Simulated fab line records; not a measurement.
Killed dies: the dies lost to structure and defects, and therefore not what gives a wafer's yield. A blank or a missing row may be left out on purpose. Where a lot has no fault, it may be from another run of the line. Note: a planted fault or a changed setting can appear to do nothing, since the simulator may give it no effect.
A lot that was struck, set against a sound lot	flow n5_finfet	28 steps out of a route of 1938
Sound: the wafers L868.3, L868.4, L868.5. Struck: wafer L870.5 (L870.4, L870.6, from the same lot, were not struck and are left out); the cause is given at the end.
Each step with rows lists, per side, the tool, then ch with its chambers, then its first start. Under that, the readings that differ: sound wafers	struck wafers	difference of the means	sigmas: that difference in standard deviations of wafers without a fault.
alike: readings with means less than 2 such deviations apart, plus words and numbers identical on both sides. not compared: withheld readings, readings lacking a value on some wafer, bounds such as >300 that could conceal the same value, and numbers that have no deviation in the record and whose values overlap.
A row with sigmas, a row that says differs or no value, or rows on one side alone: a step with any of these is where the two part. Non-overlapping numbers with no deviation appear without sigmas and do not part them. A reading that every wafer of one side lacks parts them only if that side has two wafers or more.

first, 9 steps without rows for these wafers: N5_BEOL_M5_COAT_05 (resist thk 30 nm); N5_BEOL_M5_EBR_07; N5_BEOL_M5_SOFTBAKE_06 (time 60 s); N5_BEOL_M5_EXPOSE_08 (exposes mask M5, target cd 28 nm); N5_BEOL_M5_PEB_09 (peb time 60 s); N5_BEOL_M5_DEVELOP_10 (develop time 30 s); N5_BEOL_M5_DESCUM_16 (chemistry O2, time 7 s); N5_BEOL_M5_ETCH_72 (etches underlayer in N2/H2, target depth 6.5 nm, time 5.2 s); N5_BEOL_M5_ETCH_61 (etches SiARC in CF4, target depth 15.6 nm, time 26 s).
N5_BEOL_M5_ETCH_62: etches SOC in N2/H2, target depth 75 nm, overetch 15 nm, time 112.5 s.
  sound on rie_diel-04 ch 1,2,3, day 10 08:56; struck on rie_diel-04 ch 1, day 11 10:53
reading	sound	struck	difference	sigmas
n2_flow_sccm (sccm)	199.8 200.3 199.2	201.3	+1.5	+3
rf_fwd_power_W (W)	835.8 835.1 835.6	1040.6	+205.1	+71
rf_vpp_V (V)	528.1 528.1 528.3	490.8	-37.4	-14
model.SiARC_of_BEOL_M5_COAT_60.thk_nm (nm)	6.6 6.6 6.6	6	-1	
  alike: drypump_motor_current_A, oes_product_au, showerhead_plenum_p_Torr, throttle_valve_pct
  not compared: rf_hours_counter_h
then, 15 steps without rows for these wafers: N5_BEOL_M5_STRIP_63 (strips in N2/H2); N5_BEOL_M5_STRIP_73 (strips in N2/H2); N5_BEOL_M5_STRIP_64 (strips in CF4); N5_BEOL_M5_HM_OPEN_17 (chemistry Cl2/BCl3, target TiN, target depth 20 nm, overetch 6 nm); N5_BEOL_M5_STRIP_19 (strips in O2); N5_BEOL_M5_COAT_65 (time 60 s, resist thk 60 nm); N5_BEOL_M5_COAT_66 (time 60 s, resist thk 12 nm); N5_BEOL_M5_COAT_74 (time 60 s, resist thk 5 nm); N5_BEOL_M5_COAT_22 (resist thk 30 nm); N5_BEOL_M5_EBR_24; N5_BEOL_M5_SOFTBAKE_23 (time 60 s); N5_BEOL_M5_EXPOSE_25 (exposes mask V4, defocus 10 nm); N5_BEOL_M5_PEB_26 (peb time 60 s); N5_BEOL_M5_DEVELOP_27 (develop time 30 s); N5_BEOL_M5_DESCUM_33 (chemistry O2, time 7 s).
N5_BEOL_M5_ETCH_75: etches underlayer in N2/H2, target depth 6.5 nm, time 5.2 s.
  sound on rie_diel-01 ch 2,3, day 10 10:35; struck on rie_diel-01 ch 2, day 11 13:49
reading	sound	struck	difference	sigmas
model.BEOL_M5.cd_nm (nm)	28.6 28.6 28.4	29	+0	
  alike: drypump_motor_current_A, etch_rf_on_time_s, n2_flow_sccm, oes_product_au, rf_fwd_power_W, rf_vpp_V, showerhead_plenum_p_Torr, throttle_valve_pct
  not compared: rf_hours_counter_h
then, 1 step without rows for these wafers: N5_BEOL_M5_ETCH_67 (etches SiARC in CF4, target depth 15.6 nm, time 26 s).
-- record jumps: 4 days separate the struck wafers' starts on either side; left off in module BEOL_M5, taken up again in module PASSIVATION, whose first shown step is the route's number 1936 --
N5_PASSIVATION_PROBE_49:
  the record has rows for the struck wafers here (prober-02, day 15 20:49) and none for the sound ones

WHERE THEY PART
Earliest at N5_BEOL_M5_ETCH_62; latest, in this record, at N5_PASSIVATION_PROBE_49.

WHY: what the simulator had put in
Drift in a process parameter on rie_diel-04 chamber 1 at N5_BEOL_M5_ETCH_62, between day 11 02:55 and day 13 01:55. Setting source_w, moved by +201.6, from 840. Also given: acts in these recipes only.
